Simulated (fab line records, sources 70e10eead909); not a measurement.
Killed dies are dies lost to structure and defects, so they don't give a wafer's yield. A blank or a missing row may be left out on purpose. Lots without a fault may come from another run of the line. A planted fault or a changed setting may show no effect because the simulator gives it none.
Which tool did it? | flow nand_harc | 12 lots, 36 wafers sampled, at 5 steps of a route of 1159

WHAT THE GAUGES READ, wafer by wafer
NHARC_THIN_TSV_THK_MEAS_02: measures by ir.
lot  | measured     | on            | thk_nm (nm)
L733 | day 18 22:32 | film_metro-02 | 2774 3147 3230
L735 | day 18 23:44 | film_metro-01 | 2970 3302 3000
L734 | day 19 16:46 | film_metro-01 | 3050 3302 3204
L738 | day 20 17:02 | film_metro-01 | 3209 3250 3125
L740 | day 20 20:37 | film_metro-01 | 3158 2897 2994
L744 | day 21 12:48 | film_metro-02 | 2909 3015
L746 | day 21 21:12 | film_metro-01 | 2927 3005 2936
L745 | day 21 22:24 | film_metro-02 | 2797 3002
L748 | day 22 13:58 | film_metro-01 | 2737 2485 2779
L749 | day 22 18:20 | film_metro-01 | 3007 2985 3009
L753 | day 24 01:35 | film_metro-01 | 3148 2893 2717
L754 | day 24 00:23 | film_metro-02 | 3433 2997 3178

NHARC_END_WLT_00.
lot  | measured     | on        | VT_DECK1_BOTTOM   | VT_DECK1_BOTTOM_INNER | VT_DECK1_MEDIAN_NEAR_BOTTOM | VT_DECK1_MEDIAN_NEAR_BOTTOM_INNER | VT_DECK1_MIDDLE   | VT_DECK1_MIDDLE_INNER | VT_DECK1_TOP      | VT_DECK1_TOP_INNER
L733 | day 19 13:32 | prober-01 | 0.878 0.880 0.881 | 0.879 0.883 0.875     | 0.887 0.889 0.881           | 0.882 0.880 0.879                 | 0.893 0.882 0.883 | 0.896 0.886 0.883     | 0.906 0.898 0.898 | 0.900 0.906 0.901
L735 | day 19 21:47 | prober-01 | 0.864 0.872 0.874 | 0.867 0.872 0.878     | 0.867 0.873 0.872           | 0.868 0.868 0.866                 | 0.881 0.879 0.883 | 0.877 0.890 0.884     | 0.900 0.894 0.894 | 0.894 0.901 0.898
L734 | day 20 11:04 | prober-02 | 0.872 0.864 0.868 | 0.866 0.864 0.868     | 0.869 0.865 0.873           | 0.871 0.861 0.868                 | 0.876 0.881 0.874 | 0.876 0.884 0.875     | 0.898 0.891 0.887 | 0.890 0.895 0.892
L738 | day 21 06:39 | prober-02 | 0.873 0.877 0.871 | 0.877 0.872 0.865     | 0.879 0.872 0.880           | 0.879 0.874 0.876                 | 0.888 0.890 0.890 | 0.889 0.893 0.886     | 0.905 0.902 0.903 | 0.901 0.895 0.900
L740 | day 21 14:26 | prober-02 | 0.871 0.876 0.878 | 0.871 0.875 0.878     | 0.871 0.884 0.886           | 0.872 0.871 0.881                 | 0.883 0.891 0.889 | 0.883 0.893 0.891     | 0.899 0.900 0.898 | 0.893 0.898 0.897
L744 | day 21 22:51 | prober-02 | 0.883 0.879       | 0.881 0.884           | 0.892 0.874                 | 0.884 0.886                       | 0.897 0.887       | 0.894 0.895           | 0.918 0.900       | 0.906 0.906
L746 | day 22 14:22 | prober-01 | 0.865 0.862 0.871 | 0.874 0.864 0.879     | 0.868 0.871 0.864           | 0.867 0.869 0.879                 | 0.885 0.887 0.880 | 0.882 0.879 0.884     | 0.903 0.901 0.895 | 0.899 0.896 0.900
L745 | day 22 10:25 | prober-02 | 0.871 0.873       | 0.875 0.868           | 0.872 0.876                 | 0.872 0.872                       | 0.890 0.884       | 0.887 0.872           | 0.896 0.890       | 0.892 0.884
L748 | day 23 03:07 | prober-02 | 0.883 0.873 0.879 | 0.877 0.870 0.863     | 0.881 0.876 0.878           | 0.884 0.872 0.875                 | 0.890 0.890 0.886 | 0.890 0.881 0.888     | 0.900 0.902 0.900 | 0.898 0.895 0.903
L749 | day 23 11:54 | prober-01 | 0.865 0.863 0.864 | 0.869 0.859 0.859     | 0.865 0.862 0.866           | 0.857 0.862 0.863                 | 0.866 0.880 0.885 | 0.886 0.875 0.874     | 0.887 0.893 0.885 | 0.895 0.899 0.893
L753 | day 24 16:47 | prober-01 | 0.871 0.876 0.885 | 0.879 0.868 0.869     | 0.879 0.873 0.870           | 0.871 0.873 0.871                 | 0.877 0.886 0.884 | 0.895 0.877 0.877     | 0.892 0.893 0.901 | 0.890 0.896 0.890
L754 | day 24 14:17 | prober-02 | 0.874 0.856 0.869 | 0.868 0.872 0.874     | 0.863 0.871 0.881           | 0.874 0.869 0.879                 | 0.886 0.886 0.891 | 0.888 0.868 0.883     | 0.885 0.889 0.895 | 0.898 0.890 0.886

NHARC_END_SORT_01.
lot  | measured     | on        | defect_limited_yield (%) | killed_at_array | killed_at_other | killed_at_periphery | killed_dies | killed_open | killed_short | sort_bin_2_pct (%) | sort_bin_3_pct (%) | sort_bin_4_pct (%) | sort_n_pass | sort_rim_yield_pct (%) | sort_yield_pct (%)
L733 | day 19 16:31 | prober-01 | 96.2 94.2 95.4           | 22 37 28        | 0 0 1           | 4 2 2               | 26 39 31    | 2 7 4       | 1 2 0        | 1.3 1.9 1.5        | 0 0.44 0.30        | 2.5 3.4 2.8        | 651 638 646 | 97.2 98.1 95.3         | 96.2 94.2 95.4
L735 | day 20 01:05 | prober-01 | 98.5 98.2 98.4           | 8 10 8          | 2 0 1           | 0 2 2               | 10 12 11    | 2 2 3       | 2 3 1        | 0.4 0.1 0.6        | 0 0.15 0.30        | 1.0 1.5 0.7        | 667 665 666 | 98.1 97.2 99.1         | 98.5 98.2 98.4
L734 | day 20 14:42 | prober-02 | 95.7 96.6 95.3           | 25 20 29        | 0 0 0           | 4 3 3               | 29 23 32    | 5 5 5       | 3 1 3        | 2.2 0.7 1.3        | 0.15 0.44 0.30     | 1.9 2.2 3.1        | 648 654 645 | 94.3 93.4 96.2         | 95.7 96.6 95.3
L738 | day 21 09:58 | prober-02 | 97.3 96.2 96.9           | 15 17 14        | 0 0 0           | 3 9 7               | 18 26 21    | 2 3 3       | 0 2 1        | 0.9 1.6 0.9        | 0.30 0.30 0        | 1.5 1.9 2.2        | 659 651 656 | 98.1 95.3 96.2         | 97.3 96.2 96.9
L740 | day 21 17:44 | prober-02 | 96.2 96.2 95.1           | 25 23 29        | 1 0 0           | 0 3 4               | 26 26 33    | 2 1 3       | 3 0 1        | 1.5 1.2 1.9        | 0.30 0.15 0        | 2.1 2.5 3.0        | 651 651 644 | 95.3 97.2 92.5         | 96.2 96.2 95.1
L744 | day 22 01:51 | prober-02 | 95.1 0 93.8              | 29 674 38       | 1 1 0           | 3 2 4               | 33 677 42   | 2 1 2       | 0 4 0        | 1.9 96.2 1.5       | 0.15 0.15 0.44     | 2.8 3.7 4.3        | 644 0 635   | 97.2 0 97.2            | 95.1 0 93.8
L746 | day 22 17:25 | prober-01 | 92.8 92.3 93.6           | 44 49 33        | 1 3 7           | 4 0 3               | 49 52 43    | 5 2 3       | 1 2 1        | 1.9 3.0 2.2        | 0.59 0 0.15        | 4.7 4.7 4.0        | 628 625 634 | 89.6 93.4 91.5         | 92.8 92.3 93.6
L745 | day 22 13:22 | prober-02 | 97.6 97.0 0              | 15 12 675       | 0 4 0           | 1 4 2               | 16 20 677   | 1 3 1       | 0 1 0        | 0.7 0.9 98.4       | 0.15 0 0           | 1.5 2.1 1.6        | 661 657 0   | 96.2 99.1 0            | 97.6 97.0 0
L748 | day 23 06:09 | prober-02 | 96.3 95.9 97.6           | 20 25 15        | 2 1 1           | 3 2 0               | 25 28 16    | 1 3 2       | 5 1 4        | 1.3 1.5 1.2        | 0.30 0.15 0.30     | 2.1 2.5 0.9        | 652 649 661 | 95.3 99.1 98.1         | 96.3 95.9 97.6
L749 | day 23 15:29 | prober-01 | 93.1 94.4 94.7           | 41 35 32        | 0 1 1           | 6 2 3               | 47 38 36    | 2 3 3       | 2 2 3        | 2.1 1.6 1.8        | 0.59 0.30 0.30     | 4.3 3.7 3.2        | 630 639 641 | 96.2 92.5 97.2         | 93.1 94.4 94.7
L753 | day 24 20:26 | prober-01 | 95.0 95.0 94.8           | 33 33 35        | 1 0 0           | 0 1 0               | 34 34 35    | 4 2 0       | 0 1 4        | 1.2 1.5 1.9        | 0.30 0.15 0.30     | 3.5 3.4 3.0        | 643 643 642 | 90.6 93.4 97.2         | 95.0 95.0 94.8
L754 | day 24 17:16 | prober-02 | 94.7 95.1 95.1           | 34 31 26        | 2 2 6           | 0 0 1               | 36 33 33    | 3 0 2       | 2 3 1        | 1.5 1.8 2.2        | 0.30 0.15 0.30     | 3.5 3.0 2.4        | 641 644 644 | 99.1 93.4 94.3         | 94.7 95.1 95.1

WHICH TOOL RAN EACH LOT (tool, then ch and the chambers of the sampled wafers, then the start)
lot  | NHARC_A_M1_PVD_21            | NHARC_THIN_TSV_ANNEAL_52
L733 | pvd_sputter-01, day 18 02:08 | rtp_anneal-01 ch 0, day 19 03:59
L735 | pvd_sputter-01, day 18 02:50 | rtp_anneal-02 ch 0, day 19 04:43
L734 | pvd_sputter-02, day 19 00:43 | rtp_anneal-02 ch 0, day 19 22:52
L738 | pvd_sputter-02, day 19 19:20 | rtp_anneal-02 ch 0, day 20 22:13
L740 | pvd_sputter-02, day 20 01:27 | rtp_anneal-01 ch 0, day 21 01:52
L744 | pvd_sputter-02, day 20 18:46 | rtp_anneal-02 ch 0, day 21 17:40
L746 | pvd_sputter-01, day 21 02:15 | rtp_anneal-01 ch 0, day 22 02:40
L745 | pvd_sputter-02, day 21 05:07 | rtp_anneal-02 ch 0, day 22 03:42
L748 | pvd_sputter-01, day 21 20:10 | rtp_anneal-02 ch 0, day 22 19:10
L749 | pvd_sputter-03, day 21 23:43 | rtp_anneal-01 ch 0, day 22 23:26
L753 | pvd_sputter-01, day 23 05:23 | rtp_anneal-02 ch 0, day 24 06:41
L754 | pvd_sputter-03, day 23 05:49 | rtp_anneal-02 ch 0, day 24 05:24
- NHARC_A_M1_PVD_21: deposits Cu, target thk 30 nm, time 20.49 s.
- NHARC_THIN_TSV_ANNEAL_52: time 90 s.

WHAT THE TOOLS THEMSELVES READ (means of the sampled wafers that have a number; where no wafer has one, the mark that the record gives instead)
NHARC_A_M1_PVD_21.
lot  | tool           | throttle_valve_pct (%)
L733 | pvd_sputter-01 | 30.4
L735 | pvd_sputter-01 | 30.3
L734 | pvd_sputter-02 | 31.2
L738 | pvd_sputter-02 | 30.6
L740 | pvd_sputter-02 | 31.4
L744 | pvd_sputter-02 | 30.1
L746 | pvd_sputter-01 | 29.5
L745 | pvd_sputter-02 | 29.4
L748 | pvd_sputter-01 | 30.4
L749 | pvd_sputter-03 | 30.2
L753 | pvd_sputter-01 | 30.3
L754 | pvd_sputter-03 | 30.2

NHARC_THIN_TSV_ANNEAL_52.
lot  | tool          | anneal_temp_c (C) | anneal_temp_c_max | wafer_temp_C_max
L733 | rtp_anneal-01 | 225.18            | 226.45            | 226.20
L735 | rtp_anneal-02 | 225.17            | 226.38            | 225.91
L734 | rtp_anneal-02 | 225.01            | 226.12            | 225.62
L738 | rtp_anneal-02 | 224.98            | 226.14            | 226.19
L740 | rtp_anneal-01 | 225.04            | 226.43            | 226.30
L744 | rtp_anneal-02 | 225.12            | 226.22            | 225.81
L746 | rtp_anneal-01 | 224.87            | 226.31            | 226.30
L745 | rtp_anneal-02 | 224.96            | 226.12            | 225.63
L748 | rtp_anneal-02 | 225.19            | 226.87            | 225.90
L749 | rtp_anneal-01 | 225.16            | 226.36            | 226.05
L753 | rtp_anneal-02 | 224.81            | 226.08            | 226.11
L754 | rtp_anneal-02 | 224.81            | 226.24            | 226.45

THE ANSWER, worked out from the rows above alone
Rule: what is usual is taken from the lots themselves. Put in order of their means at a reading, lots are off if they are a third of the lots or fewer, leave a main group of 4 or more, and stand apart from it by a gap of 3 or more times the standard deviation of the main group's means; of several such gaps the widest counts. A main group whose means are all the same, to the digits that the tables above print for the reading, isn't used. A lot without any number at a reading at which 4 lots or more have one is off too. The other lots that the step has rows for count as sound. The gauges are gone through in route order, then the tools' own readings, and for those a lot's mean is taken as printed above. The first step at which some lot is off is used, and at that step the reading that is off furthest; a lot without a number counts as furthest.
Off: L744, L745, at NHARC_END_SORT_01 (sort_bin_2_pct). The main group: mean 1.5 %, standard deviation 0.49.
A tool fits if, at a process step before that reading, it ran every lot that is off, and no sound lot after the first of them. The gauges at NHARC_END_SORT_01 are tried like those tools. One fits: pvd_sputter-02 at NHARC_A_M1_PVD_21. Its last sound lot is L740 (day 20 01:27), its first lot that is off L744 (day 20 18:46): a fault that began between those two fits.

WHAT THE SIMULATOR HAD PUT IN
Process parameter drift: pvd_sputter-02, from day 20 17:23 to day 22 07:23, at NHARC_A_M1_PVD_21. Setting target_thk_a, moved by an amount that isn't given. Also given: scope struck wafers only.
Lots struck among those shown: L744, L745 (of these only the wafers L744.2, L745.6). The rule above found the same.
